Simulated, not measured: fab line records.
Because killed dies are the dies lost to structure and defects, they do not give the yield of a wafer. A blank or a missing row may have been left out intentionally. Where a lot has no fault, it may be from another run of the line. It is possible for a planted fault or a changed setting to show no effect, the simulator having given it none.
A lot that was struck, set against a sound lot | flow n5 finfet | 41 steps out of a route of 1938
Sound: wafers L984.2, L984.3, L984.6. Struck: wafer L971.4 (left out: L971.2, L971.5 of the same lot, which were not struck); the cause appears at the end.
Order at every step that has rows: each side's tool, ch and its chambers, its first start. Under that, the readings that differ: sound wafers | struck wafers | difference of the means | sigmas: that difference in standard deviations of wafers without a fault.
alike: words and numbers the same on both sides, and readings whose means are apart by under 2 such deviations; not compared: readings that were withheld, readings missing a value for some wafer, numbers with overlapping values and no deviation given by the record, and bounds like >300 which may hide the same value.
A row with sigmas, a row that says differs or no value, or rows on one side alone: a step with any of these is where the two part. Non-overlapping numbers with no deviation appear without sigmas and do not part them. A reading that every wafer of one side lacks parts them only if that side has two wafers or more.

first, 12 steps without rows for these wafers: N5_BEOL_M0_SAQP_DESCUM_19 (chemistry O2, time 7.9 s); N5_BEOL_M0_SAQP_ETCH_83 (etches SiARC in CF4, target depth 39 nm, time 65 s); N5_BEOL_M0_SAQP_ETCH_84 (etches SOC in N2/H2, target depth 100 nm, overetch 20 nm, time 150 s); N5_BEOL_M0_SAQP_STRIP_80 (strips in N2/H2); N5_BEOL_M0_SAQP_HM_OPEN_112 (chemistry CHF3/O2, target SiO2, stops on a-Si, target depth 12 nm, time 13.5 s); N5_BEOL_M0_SAQP_STRIP_113 (strips in CHF3/O2); N5_BEOL_M0_SAQP_MANDREL_ETCH_20 (etches a-Si in HBr/Cl2, stops on SiNx, target depth 60 nm, bt time 10 s, time 30 s); N5_BEOL_M0_SAQP_STRIP_86 (strips in N2/H2); N5_BEOL_M0_SAQP_STRIP_115 (strips in post etch residue remover, time 60 s); N5_BEOL_M0_SAQP_SRD_93 (time 30 s); N5_BEOL_M0_SAQP_RECESS_114 (chemistry HF/NH3, target SiO2, target depth 14.4 nm, afs cycles 3, sublimation time 60 s); N5_BEOL_M0_SAQP_SPACER1_ALD_98 (deposits SiO2, target thk 12.8 nm, pulse time 1 s, purge time 2 s).
N5_BEOL_M0_SAQP_SPACER1_ETCHBACK_99: etches SiO2 in CHF3/O2, target depth 15.4 nm, time 7.7 s.
  sound on rie diel-02 ch 0,2,3, day 13 02:11; struck on rie diel-03 ch 0, day 7 06:43
  reading                         | sound          | struck | difference | sigmas
  showerhead plenum p Torr (Torr) | 2.29 2.45 2.34 | 2.53   | +0.17      | +2
  alike: drypump motor current A, oes product au, rf vpp V, throttle valve pct
  not compared: rf hours counter h
then, 22 steps without rows for these wafers: N5_BEOL_M0_SAQP_MANDREL1_REMOVE_100 (chemistry HBr/Cl2/O2, target a-Si, stops on SiNx, bt time 10 s); N5_BEOL_M0_SAQP_ETCH_101 (etches SiNx in CH3F/O2, target depth 29.9 nm, time 42.7 s); N5_BEOL_M0_SAQP_ETCH_102 (etches SiO2 in CF4, target depth 4 nm, time 4.4 s); N5_BEOL_M0_SAQP_MANDREL_ETCH_103 (etches a-Si in HBr/Cl2, stops on SiCN, target depth 45 nm, bt time 10 s, time 27 s); N5_BEOL_M0_SAQP_RECESS_104 (chemistry HF/NH3, target SiO2, target depth 18 nm, afs cycles 3, sublimation time 60 s); N5_BEOL_M0_SAQP_COAT_105 (time 60 s, resist thk 100 nm); N5_BEOL_M0_SAQP_ETCH_106 (etches SOC in N2/H2, stops on SiNx, target depth 150 nm); N5_BEOL_M0_SAQP_ETCH_107 (etches SiNx in CH3F/O2, target depth 30 nm); N5_BEOL_M0_SAQP_STRIP_108 (strips in N2/H2); N5_BEOL_M0_SAQP_RECESS_109 (chemistry HF/NH3, target SiO2, target depth 3 nm, afs cycles 1, sublimation time 60 s); N5_BEOL_M0_SAQP_SPACER2_ALD_26 (deposits SiO2, target thk 15 nm, pulse time 1 s, purge time 2 s); N5_BEOL_M0_SAQP_SPACER2_ETCHBACK_27 (etches SiO2 in CHF3/O2, target depth 22.5 nm, time 11.25 s); N5_BEOL_M0_SAQP_MANDREL2_REMOVE_110 (chemistry HBr/Cl2/O2, target a-Si, stops on SiCN, bt time 10 s); N5_BEOL_M0_SAQP_COAT_69 (time 60 s, resist thk 90 nm); N5_BEOL_M0_SAQP_COAT_72 (time 60 s, resist thk 15 nm); N5_BEOL_M0_SAQP_COAT_87 (time 60 s, resist thk 5 nm); N5_BEOL_M0_SAQP_COAT_34 (resist thk 30 nm); N5_BEOL_M0_SAQP_EBR_36; N5_BEOL_M0_SAQP_SOFTBAKE_35 (time 60 s); N5_BEOL_M0_SAQP_EXPOSE_37 (exposes mask M0 CUT1, target cd 30 nm); N5_BEOL_M0_SAQP_PEB_38 (peb time 60 s); N5_BEOL_M0_SAQP_DEVELOP_39 (develop time 30 s).
N5_BEOL_M0_SAQP_INSPECT_42: inspects for defects (brightfield).
  sound: defect inspect-02 at day 13 06:31; struck: defect inspect-02 at day 7 22:50
  reading          | sound       | struck | difference | sigmas
  raw defect count | 225 215 430 | 1004   | +714       | +9
then, 2 steps without rows for these wafers: N5_BEOL_M0_SAQP_DESCUM_45 (chemistry O2, time 7 s); N5_BEOL_M0_SAQP_ETCH_88 (etches underlayer in N2/H2, target depth 6.5 nm, time 5.2 s).
N5_BEOL_M0_CUTY_INSPECT_59: inspects for defects (macro).
  sound: defect inspect-02 at day 13 08:24; struck: defect inspect-01 at day 8 01:22
  reading          | sound | struck | difference | sigmas
  raw defect count | 1 1 1 | >300   | differs    |
-- the record jumps here: 4 days lie between the struck wafers' starts before and after (it left off in module BEOL_M0_CUTY and takes up again in module BEOL_M4, whose first step shown is number 1111 of the route) --
N5_BEOL_M4_RC_MEAS_101:
  sound on prober-01 ch 0, day 16 04:41; struck on prober-02 ch 0, day 11 14:59
  reading       | sound          | struck | difference | sigmas
  SS_N (mV/dec) | 72.2 71.5 71.8 | 70.7   | -1.1       | -2
  alike: DIBL_N, DIBL_P, IOFF_N, IOFF_P, ION_N, ION_P, SS_P, VT_N, VT_P
-- the record jumps here: 4 days lie between the struck wafers' starts before and after (it left off in module BEOL_M4 and takes up again in module PASSIVATION, whose first step shown is number 1936 of the route) --
N5_PASSIVATION_PROBE_49:
  rows exist in the record for the struck wafers here (prober-01, day 15 17:34), but not for the sound ones

## WHERE THEY PART
First at N5_BEOL_M0_SAQP_SPACER1_ETCHBACK_99; last, within this record, at N5_PASSIVATION_PROBE_49.

WHY: what the simulator had put in
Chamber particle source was rie diel-03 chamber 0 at N5_BEOL_M0_SAQP_SPACER1_ETCHBACK_99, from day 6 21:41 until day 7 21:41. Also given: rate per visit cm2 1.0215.
